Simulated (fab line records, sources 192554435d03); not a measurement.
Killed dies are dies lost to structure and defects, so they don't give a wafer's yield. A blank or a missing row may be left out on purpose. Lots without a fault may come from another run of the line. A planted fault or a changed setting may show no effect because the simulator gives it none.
Which tool did it? | flow n5_finfet | 22 lots, 66 wafers sampled, at 2 steps of a route of 1938

WHAT THE GAUGES READ, wafer by wafer
N5_BEOL_M8_CD_MEAS_11: target cd 38.5 nm.
lot  | measured     | on        | cd_nm (nm)
L074 | day 9 12:24  | cd_sem-02 | 38.4 38.5 38.6
L075 | day 10 10:47 | cd_sem-02 | 38.7 38.5 38.7
L076 | day 10 15:25 | cd_sem-02 | 38.7 38.3 37.9
L078 | day 10 18:31 | cd_sem-01 | 38.5 38.6 37.9
L077 | day 10 18:47 | cd_sem-01 | 38.8 38.8 38.5
L079 | day 11 02:21 | cd_sem-03 | 38.9 39.4 39.5
L080 | day 11 02:34 | cd_sem-03 | 38.2 38.0 38.5
L081 | day 11 06:17 | cd_sem-03 | 38.8 38.9 39.1
L082 | day 11 12:54 | cd_sem-01 | 38.9 38.5 38.7
L083 | day 11 19:30 | cd_sem-02 | 38.4 39.1 39.2
L084 | day 12 00:41 | cd_sem-01 | 38.5 38.7 38.0
L085 | day 12 09:29 | cd_sem-01 | 38.0 38.4 38.1
L086 | day 12 20:58 | cd_sem-02 | 38.3 37.7 38.7
L087 | day 13 05:02 | cd_sem-03 | 38.6 38.9 38.7
L088 | day 13 05:19 | cd_sem-01 | 38.3 39.0 38.4
L089 | day 13 21:05 | cd_sem-01 | 38.1 39.3 38.9
L091 | day 14 01:32 | cd_sem-03 | 38.3 38.7 38.4
L093 | day 14 07:58 | cd_sem-02 | 38.8 38.5 38.1
L095 | day 14 15:05 | cd_sem-01 | 39.0 38.3 38.8
L094 | day 14 15:22 | cd_sem-03 | 38.3 38.7 38.8
L096 | day 14 23:55 | cd_sem-02 | 38.8 38.9 38.8
L097 | day 15 16:44 | cd_sem-01 | 38.6 38.9 39.0

N5_BEOL_M8_OVL_MEAS_12.
lot  | measured     | on         | M8_OVL (nm)
L074 | day 9 12:26  | overlay-02 | 1.2 0.4 0.6
L075 | day 10 10:49 | overlay-01 | -0.9 -0.4 -0.7
L076 | day 10 15:27 | overlay-02 | 0.9 0.8 -0.9
L078 | day 10 18:32 | overlay-01 | 0.6 1.0 -0.8
L077 | day 10 18:49 | overlay-02 | 1.3 0.5 1.2
L079 | day 11 02:23 | overlay-01 | 0.3 0.0 0.3
L080 | day 11 02:36 | overlay-01 | 1.6 1.0 0.9
L081 | day 11 06:19 | overlay-01 | -0.1 0.8 1.0
L082 | day 11 12:56 | overlay-01 | 0.7 0.8 1.1
L083 | day 11 19:32 | overlay-01 | 1.6 1.8 0.8
L084 | day 12 00:43 | overlay-02 | 2.1 0.9 1.3
L085 | day 12 09:31 | overlay-02 | 0.2 1.0 0.9
L086 | day 12 21:00 | overlay-01 | 0.3 -0.1 0.9
L087 | day 13 05:04 | overlay-02 | 0.2 0.7 1.1
L088 | day 13 05:20 | overlay-01 | 1.2 1.4 0.4
L089 | day 13 21:07 | overlay-02 | -0.7 0.0 -0.7
L091 | day 14 01:34 | overlay-01 | 0.5 0.7 0.1
L093 | day 14 08:00 | overlay-02 | 1.2 0.8 1.6
L095 | day 14 15:07 | overlay-02 | 0.5 0.3 0.7
L094 | day 14 15:23 | overlay-02 | 0.3 -0.6 1.5
L096 | day 14 23:56 | overlay-02 | 0.9 0.9 1.1
L097 | day 15 16:46 | overlay-02 | 1.0 1.8 1.3

WHICH TOOL RAN EACH LOT (tool, then ch and the chambers of the sampled wafers, then the start)
The record holds no process step before these readings.

WHAT THE TOOLS THEMSELVES READ (means of the sampled wafers that have a number; where no wafer has one, the mark that the record gives instead)
The record holds no such reading with a usual standard deviation.

THE ANSWER, worked out from the rows above alone
Rule: what is usual is taken from the lots themselves. Put in order of their means at a reading, lots are off if they are a third of the lots or fewer, leave a main group of 4 or more, and stand apart from it by a gap of 3 or more times the standard deviation of the main group's means; of several such gaps the widest counts. A main group whose means are all the same, to the digits that the tables above print for the reading, isn't used. A lot without any number at a reading at which 4 lots or more have one is off too. The other lots that the step has rows for count as sound. The gauges are gone through in route order, then the tools' own readings, and for those a lot's mean is taken as printed above. The first step at which some lot is off is used, and at that step the reading that is off furthest; a lot without a number counts as furthest.
No lot is off at any reading shown: from this, nothing can be told.

WHAT THE SIMULATOR HAD PUT IN
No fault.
